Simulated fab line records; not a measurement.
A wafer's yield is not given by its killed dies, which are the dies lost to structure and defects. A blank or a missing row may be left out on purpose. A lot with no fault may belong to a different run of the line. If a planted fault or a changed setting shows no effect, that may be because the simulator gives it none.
Matching of chambers :: flow n5Finfet :: 4 sister chambers for N5_BEOL_M8_DESCUM_33 on rieDiel-02
The step chemistry O2, time 7 s. 14 wafers are shown with their chamber, then 6 later ones without.

## WAFERS PAIRED WITH THEIR CHAMBERS
wafer: L231.2
chamber: 1
drypumpMotorCurrentA (A): 5.5
throttleValvePct (%): 20.81
showerheadPlenumPTorr (Torr): 2.16

wafer: L231.4
chamber: 3
drypumpMotorCurrentA (A): 5.5
throttleValvePct (%): 20.18
showerheadPlenumPTorr (Torr): 2.16

wafer: L231.6
chamber: 1
drypumpMotorCurrentA (A): 5.6
throttleValvePct (%): 20.83
showerheadPlenumPTorr (Torr): 2.16

wafer: L234.1
chamber: 2
drypumpMotorCurrentA (A): 6.2
throttleValvePct (%): 20.12
showerheadPlenumPTorr (Torr): 2.13

wafer: L234.2
chamber: 3
drypumpMotorCurrentA (A): 5.5
throttleValvePct (%): 20.18
showerheadPlenumPTorr (Torr): 2.16

wafer: L234.5
chamber: 3
drypumpMotorCurrentA (A): 5.5
throttleValvePct (%): 20.16
showerheadPlenumPTorr (Torr): 2.16

wafer: L240.2
chamber: 0
drypumpMotorCurrentA (A): 6.0
throttleValvePct (%): 20.25
showerheadPlenumPTorr (Torr): 2.12

wafer: L240.3
chamber: 3
drypumpMotorCurrentA (A): 5.5
throttleValvePct (%): 20.19
showerheadPlenumPTorr (Torr): 2.15

wafer: L240.6
chamber: 2
drypumpMotorCurrentA (A): 6.2
throttleValvePct (%): 20.15
showerheadPlenumPTorr (Torr): 2.12

wafer: L241.3
chamber: 2
drypumpMotorCurrentA (A): 6.2
throttleValvePct (%): 20.15
showerheadPlenumPTorr (Torr): 2.12

wafer: L241.6
chamber: 0
drypumpMotorCurrentA (A): 6.0
throttleValvePct (%): 20.29
showerheadPlenumPTorr (Torr): 2.11

wafer: L246.1
chamber: 3
drypumpMotorCurrentA (A): 5.5
throttleValvePct (%): 20.21
showerheadPlenumPTorr (Torr): 2.15

wafer: L246.4
chamber: 3
drypumpMotorCurrentA (A): 5.5
throttleValvePct (%): 20.22
showerheadPlenumPTorr (Torr): 2.15

wafer: L246.5
chamber: 0
drypumpMotorCurrentA (A): 6.0
throttleValvePct (%): 20.28
showerheadPlenumPTorr (Torr): 2.11

SIGNATURES, as means of the wafers listed above
reading: drypumpMotorCurrentA
chamber 0: 6.000
chamber 1: 5.550
chamber 2: 6.200
chamber 3: 5.500
scatter within a chamber: 0.0224

reading: throttleValvePct
chamber 0: 20.2733
chamber 1: 20.8200
chamber 2: 20.1400
chamber 3: 20.1900
scatter within a chamber: 0.0202

reading: showerheadPlenumPTorr
chamber 0: 2.1133
chamber 1: 2.1600
chamber 2: 2.1233
chamber 3: 2.1550
scatter within a chamber: 0.00532
Rule: for each reading, subtract the chamber's mean from the wafer's reading, divide by that reading's scatter and square the result; add these up over the readings and take the root, which gives the wafer's distance from the chamber. If the next closest chamber is less than 2 further off than the closest, the wafer can't be placed; otherwise it belongs to the closest. The scatter is the square root of a quotient: the sum, over the shown wafers, of each reading's squared deviation from its chamber's mean, divided by wafers minus chambers.

## WAFERS MISSING THEIR CHAMBER
wafer: L250.2
drypumpMotorCurrentA (A): 5.5
throttleValvePct (%): 20.23
showerheadPlenumPTorr (Torr): 2.14

wafer: L250.3
drypumpMotorCurrentA (A): 5.5
throttleValvePct (%): 20.60
showerheadPlenumPTorr (Torr): 2.15

wafer: L250.4
drypumpMotorCurrentA (A): 6.2
throttleValvePct (%): 20.20
showerheadPlenumPTorr (Torr): 2.11

wafer: L252.3
drypumpMotorCurrentA (A): 5.5
throttleValvePct (%): 20.23
showerheadPlenumPTorr (Torr): 2.14

wafer: L252.4
drypumpMotorCurrentA (A): 6.2
throttleValvePct (%): 20.20
showerheadPlenumPTorr (Torr): 2.11

wafer: L252.5
drypumpMotorCurrentA (A): 5.5
throttleValvePct (%): 20.23
showerheadPlenumPTorr (Torr): 2.14

## WHICH CHAMBER EACH ONE RAN IN
wafer: L250.2
from the rows above: 3
in truth: 3

wafer: L250.3
from the rows above: 1
in truth: 1

wafer: L250.4
from the rows above: 2
in truth: 2

wafer: L252.3
from the rows above: 3
in truth: 3

wafer: L252.4
from the rows above: 2
in truth: 2

wafer: L252.5
from the rows above: 3
in truth: 3
Correctly placed: 6 of 6. Not placeable from these rows: 0. Number placed wrongly: 0.
